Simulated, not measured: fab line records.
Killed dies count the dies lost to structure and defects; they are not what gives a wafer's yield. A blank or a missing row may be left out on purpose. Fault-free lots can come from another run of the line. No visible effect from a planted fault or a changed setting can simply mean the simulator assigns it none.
Split-lot experiment || flow n5-finfet || 21 wafers read across 7 lots, on a route 1938 steps long

== ON THE SPLIT ==
At N5_PASSIVATION_ETCH_54 (etches SiO2 in CHF3/O2, target depth 880 nm, time 440 s), the setting time-s was moved away from the recipe's 440 s on 6 of the 21 wafers read, by +11.8% to +15.5%. The other wafers ran this setting at the recipe's value.

The reading comes from the split's own step.

== THE READING ==
PASSIVATION.feature-depth-nm (the simulator's own value, which no gauge read), in nm, at N5_PASSIVATION_ETCH_54 (etches SiO2 in CHF3/O2, target depth 880 nm, time 440 s). The file gives no usual value for it. Average 883.9 nm, standard deviation 14 nm, over the 15 wafers here run with the recipe.

{"wafer": "L077.3", "tool, chamber at the split": "rie-diel-03, 0", "time-s as run, s": 440, "against the recipe": "recipe", "PASSIVATION.feature-depth-nm, nm": 873, "against lot-mates on the recipe": "-"}
{"wafer": "L077.4", "tool, chamber at the split": "rie-diel-03, 2", "time-s as run, s": 491.9, "against the recipe": "+11.8%", "PASSIVATION.feature-depth-nm, nm": 951.4, "against lot-mates on the recipe": "+78.4"}
{"wafer": "L077.6", "tool, chamber at the split": "rie-diel-03, 2", "time-s as run, s": 491.9, "against the recipe": "+11.8%", "PASSIVATION.feature-depth-nm, nm": 961.2, "against lot-mates on the recipe": "+88.2"}
{"wafer": "L081.4", "tool, chamber at the split": "rie-diel-01, 1", "time-s as run, s": 440, "against the recipe": "recipe", "PASSIVATION.feature-depth-nm, nm": 885.6, "against lot-mates on the recipe": "-"}
{"wafer": "L081.5", "tool, chamber at the split": "rie-diel-01, 1", "time-s as run, s": 440, "against the recipe": "recipe", "PASSIVATION.feature-depth-nm, nm": 890.2, "against lot-mates on the recipe": "-"}
{"wafer": "L081.6", "tool, chamber at the split": "rie-diel-01, 2", "time-s as run, s": 440, "against the recipe": "recipe", "PASSIVATION.feature-depth-nm, nm": 874, "against lot-mates on the recipe": "-"}
{"wafer": "L074.1", "tool, chamber at the split": "rie-diel-03, 3", "time-s as run, s": 440, "against the recipe": "recipe", "PASSIVATION.feature-depth-nm, nm": 892.8, "against lot-mates on the recipe": "-"}
{"wafer": "L074.3", "tool, chamber at the split": "rie-diel-03, 1", "time-s as run, s": 440, "against the recipe": "recipe", "PASSIVATION.feature-depth-nm, nm": 863.6, "against lot-mates on the recipe": "-"}
{"wafer": "L074.5", "tool, chamber at the split": "rie-diel-03, 0", "time-s as run, s": 440, "against the recipe": "recipe", "PASSIVATION.feature-depth-nm, nm": 873.6, "against lot-mates on the recipe": "-"}
{"wafer": "L083.2", "tool, chamber at the split": "rie-diel-01, 2", "time-s as run, s": 495.1, "against the recipe": "+12.5%", "PASSIVATION.feature-depth-nm, nm": 975.8, "against lot-mates on the recipe": "no lot-mate on the recipe"}
{"wafer": "L083.3", "tool, chamber at the split": "rie-diel-01, 1", "time-s as run, s": 495.1, "against the recipe": "+12.5%", "PASSIVATION.feature-depth-nm, nm": 986.8, "against lot-mates on the recipe": "no lot-mate on the recipe"}
{"wafer": "L083.6", "tool, chamber at the split": "rie-diel-01, 1", "time-s as run, s": 495.1, "against the recipe": "+12.5%", "PASSIVATION.feature-depth-nm, nm": 989.8, "against lot-mates on the recipe": "no lot-mate on the recipe"}
{"wafer": "L087.1", "tool, chamber at the split": "rie-diel-01, 2", "time-s as run, s": 440, "against the recipe": "recipe", "PASSIVATION.feature-depth-nm, nm": 882.6, "against lot-mates on the recipe": "-"}
{"wafer": "L087.3", "tool, chamber at the split": "rie-diel-01, 1", "time-s as run, s": 508, "against the recipe": "+15.5%", "PASSIVATION.feature-depth-nm, nm": 1036, "against lot-mates on the recipe": "+156.8"}
{"wafer": "L087.4", "tool, chamber at the split": "rie-diel-01, 2", "time-s as run, s": 440, "against the recipe": "recipe", "PASSIVATION.feature-depth-nm, nm": 875.8, "against lot-mates on the recipe": "-"}
{"wafer": "L093.2", "tool, chamber at the split": "rie-diel-01, 0", "time-s as run, s": 440, "against the recipe": "recipe", "PASSIVATION.feature-depth-nm, nm": 876.6, "against lot-mates on the recipe": "-"}
{"wafer": "L093.4", "tool, chamber at the split": "rie-diel-01, 3", "time-s as run, s": 440, "against the recipe": "recipe", "PASSIVATION.feature-depth-nm, nm": 906.8, "against lot-mates on the recipe": "-"}
{"wafer": "L093.6", "tool, chamber at the split": "rie-diel-01, 2", "time-s as run, s": 440, "against the recipe": "recipe", "PASSIVATION.feature-depth-nm, nm": 915.8, "against lot-mates on the recipe": "-"}
{"wafer": "L096.3", "tool, chamber at the split": "rie-diel-01, 3", "time-s as run, s": 440, "against the recipe": "recipe", "PASSIVATION.feature-depth-nm, nm": 895.6, "against lot-mates on the recipe": "-"}
{"wafer": "L096.4", "tool, chamber at the split": "rie-diel-01, 1", "time-s as run, s": 440, "against the recipe": "recipe", "PASSIVATION.feature-depth-nm, nm": 875.2, "against lot-mates on the recipe": "-"}
{"wafer": "L096.6", "tool, chamber at the split": "rie-diel-01, 1", "time-s as run, s": 440, "against the recipe": "recipe", "PASSIVATION.feature-depth-nm, nm": 876.6, "against lot-mates on the recipe": "-"}

FIT RESULTS
A straight line over all 21 wafers: PASSIVATION.feature-depth-nm changes by +7.97 nm for each +1% of time-s; r = +0.95; the points scatter about the line by 16 nm.
The same after taking each lot's own level away (the mean of its wafers on the recipe; 18 wafers): +8.53 nm for each +1%; r = +0.96; scatter 14 nm.
The reading moves by 1.3e+02 nm for the largest change in time-s, on that fit.
The lots' own levels span 873.00 to 899.73 nm, that is 2.0 times the standard deviation above.
So the lot-to-lot level changes the slope little: the two slopes agree.
Check: +109 nm against its lot-mates is what the line predicts for one of the wafers moved furthest among these (+15.5%) when that wafer is left out of the fit. It came out at +157 nm against them.

== OTHER SPLITS APPLIED TO THESE WAFERS ==
Other splits were also applied to these wafers ahead of the reading. Each is held against what the fit with the lots' levels taken away leaves over:
{"other split on the same wafers": "N5_BEOL_M11_ETCH_41 time-s", "wafers away from the commonest value": 8, "r with PASSIVATION.feature-depth-nm (lot level and that fit taken away)": "+0.19"}
{"other split on the same wafers": "N5_BEOL_M12_SPUTTER_44 power-w", "wafers away from the commonest value": 8, "r with PASSIVATION.feature-depth-nm (lot level and that fit taken away)": -0.11}
{"other split on the same wafers": "N5_BEOL_M13_COAT_58 spin-rpm", "wafers away from the commonest value": 10, "r with PASSIVATION.feature-depth-nm (lot level and that fit taken away)": -0.25}
{"other split on the same wafers": "N5_BEOL_M14_ILD_DEP_00 time-s", "wafers away from the commonest value": 11, "r with PASSIVATION.feature-depth-nm (lot level and that fit taken away)": "+0.42"}
{"other split on the same wafers": "N5_BEOL_M14_EXPOSE_07 dose-mj", "wafers away from the commonest value": 8, "r with PASSIVATION.feature-depth-nm (lot level and that fit taken away)": -0.18}
{"other split on the same wafers": "N5_MIM_BOT_SPUTTER_00 time-s", "wafers away from the commonest value": 7, "r with PASSIVATION.feature-depth-nm (lot level and that fit taken away)": -0.08}
{"other split on the same wafers": "N5_MIM_TOP_SPUTTER_03 time-s", "wafers away from the commonest value": 7, "r with PASSIVATION.feature-depth-nm (lot level and that fit taken away)": -0.01}
{"other split on the same wafers": "N5_PASSIVATION_PASS_ETCH_47 source-w", "wafers away from the commonest value": 8, "r with PASSIVATION.feature-depth-nm (lot level and that fit taken away)": "+0.21"}

== THE WHOLE CHAIN: every reading that the file lists as answering this split, in the file's order ==
{"step": "N5_PASSIVATION_ETCH_54", "what it does": "etches SiO2 in CHF3/O2, target depth 880 nm, time 440 s", "reading": "etch.depth-nm (the simulator's own value, which no gauge read)", "change (the file's fit)": "+9 nm for each +1% of the setting", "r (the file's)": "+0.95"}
{"step": "N5_PASSIVATION_ETCH_54", "what it does": "etches SiO2 in CHF3/O2, target depth 880 nm, time 440 s", "reading": "PASSIVATION.feature-depth-nm (the simulator's own value, which no gauge read)", "change (the file's fit)": "+9 nm for each +1% of the setting", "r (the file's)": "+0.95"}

== FILE'S OWN FIT ==
PASSIVATION.feature-depth-nm changes by +9 nm for each +1% of time-s, r = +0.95.
